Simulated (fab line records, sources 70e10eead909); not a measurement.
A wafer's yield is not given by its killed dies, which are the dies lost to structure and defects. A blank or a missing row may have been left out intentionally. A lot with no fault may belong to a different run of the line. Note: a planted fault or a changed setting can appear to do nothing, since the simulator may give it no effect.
Shared-tool check    flow nand_harc    Sampled: 10 lots, 36 wafers

REASON IT WAS OPENED
On 2 of the 10 lots, a flag is raised at NHARC_P_CONTACT_CD_MEAS_12 on the reading cd_nm. Wafers without a fault read 89.9 nm, standard deviation 0.51.
Rule: a lot gets a flag if all its wafers with a number sit over 4 standard deviations from that mean, or if no wafer of it has a number. All remaining lots are regarded as sound.

lot   measured      on         cd_nm (nm), wafer by wafer     flag
L522  day 7 01:11   cd_sem-01  89.8 90.2 90.6                 
L523  day 7 14:04   cd_sem-02  88.8 89.7 88.6                 
L528  day 9 14:08   cd_sem-02  90.2 89.3 90.7                 
L529  day 9 22:54   cd_sem-01  77.4 77.7 77.3 78.0 77.7 77.5  FLAGGED
L530  day 10 12:40  cd_sem-03  79.5 79.9 79.4 79.4 79.7 79.5  FLAGGED
L537  day 13 13:43  cd_sem-03  89.7 90.2 90.5                 
L538  day 13 18:16  cd_sem-01  89.4 89.5 89.7                 
L540  day 14 11:10  cd_sem-02  89.9 89.4 88.9                 
L542  day 15 08:37  cd_sem-01  88.8 89.4 89.7                 
L541  day 16 10:20  cd_sem-03  89.8 89.8 90.0                 
The mean of the flagged lots' numbers is 78.6 nm, -11.3 nm from the usual (-22 standard deviations).

TOOL THAT RAN EACH LOT
2 process steps preceding the reading are held in the record, out of 1302 steps in the route. Read each cell as the tool, then ch plus the chambers that the sampled wafers visited, then the start.
lot   flag     NHARC_P_CONTACT_DEP_00                      NHARC_P_CONTACT_PEB_10
L522           pecvd-01 ch 0,2, day 6 23:52                litho_track-01 ch 0, day 7 01:06
L523           pecvd-04 ch 0,1,2, day 7 13:59 or earlier   litho_track-04 ch 0, day 7 13:59
L528           pecvd-03 ch 0,2, day 9 14:04 or earlier     litho_track-01 ch 0, day 9 14:04
L529  FLAGGED  pecvd-04 ch 0,2, day 9 22:49 or earlier     litho_track-01 ch 0, day 9 22:49
L530  FLAGGED  pecvd-03 ch 1,2, day 10 12:35 or earlier    litho_track-01 ch 0, day 10 12:35
L537           pecvd-01 ch 1,2, day 13 13:38 or earlier    litho_track-04 ch 0, day 13 13:38
L538           pecvd-04 ch 0,1,2, day 13 18:11 or earlier  litho_track-01 ch 0, day 13 18:11
L540           pecvd-04 ch 1,2, day 14 11:05 or earlier    litho_track-06 ch 0, day 14 11:05
L542           pecvd-01 ch 0,1,2, day 15 08:32 or earlier  litho_track-01 ch 0, day 15 08:32
L541           pecvd-01 ch 1,2, day 16 10:16 or earlier    litho_track-01 ch 0, day 16 10:16
What the steps here do:
- NHARC_P_CONTACT_DEP_00: deposits SiO2, target thk 500 nm.
- NHARC_P_CONTACT_PEB_10: peb time 65 s.
- NHARC_P_CONTACT_CD_MEAS_12: target cd 90 nm.

FLAGGED AGAINST TOTAL, ONE TOOL AT A TIME (gauges that did the reading follow at the end)
step                        tool            lots run  flagged  share of the flagged lots  sound lots run after its first flagged lot
NHARC_P_CONTACT_DEP_00      pecvd-01        4         0        none                       -
NHARC_P_CONTACT_DEP_00      pecvd-03        2         1        some                       0
NHARC_P_CONTACT_DEP_00      pecvd-04        4         1        some                       2 (L538,L540)
NHARC_P_CONTACT_PEB_10      litho_track-01  7         2        all                        3 (L538,L542,L541)
NHARC_P_CONTACT_PEB_10      litho_track-04  2         0        none                       -
NHARC_P_CONTACT_PEB_10      litho_track-06  1         0        none                       -
NHARC_P_CONTACT_CD_MEAS_12  cd_sem-01       4         1        some                       2 (L538,L542)
NHARC_P_CONTACT_CD_MEAS_12  cd_sem-02       3         0        none                       -
NHARC_P_CONTACT_CD_MEAS_12  cd_sem-03       3         1        some                       2 (L537,L541)
Because NHARC_P_CONTACT_DEP_00 lacks a start for some lots, the hours and order of its lots are taken from NHARC_P_CONTACT_PEB_10.

THE TABLE: WHAT IT ALLOWS
Rows of the table that ran each flagged lot: 1, that is litho_track-01 at NHARC_P_CONTACT_PEB_10.
- litho_track-01 at NHARC_P_CONTACT_PEB_10 ran 7 lots, 2 of them flagged. Sound lots ran on it after the first flagged one (L538, L542, L541), which a lasting fault on the whole tool wouldn't allow. Its own readings lie more than 4 standard deviations out on every wafer of the flagged lots: heater_power_total_W, plate_temp_C.
None of the table's rows ran every flagged lot and, after the first, no sound lot.

WHAT WAS PUT IN BY THE SIMULATOR
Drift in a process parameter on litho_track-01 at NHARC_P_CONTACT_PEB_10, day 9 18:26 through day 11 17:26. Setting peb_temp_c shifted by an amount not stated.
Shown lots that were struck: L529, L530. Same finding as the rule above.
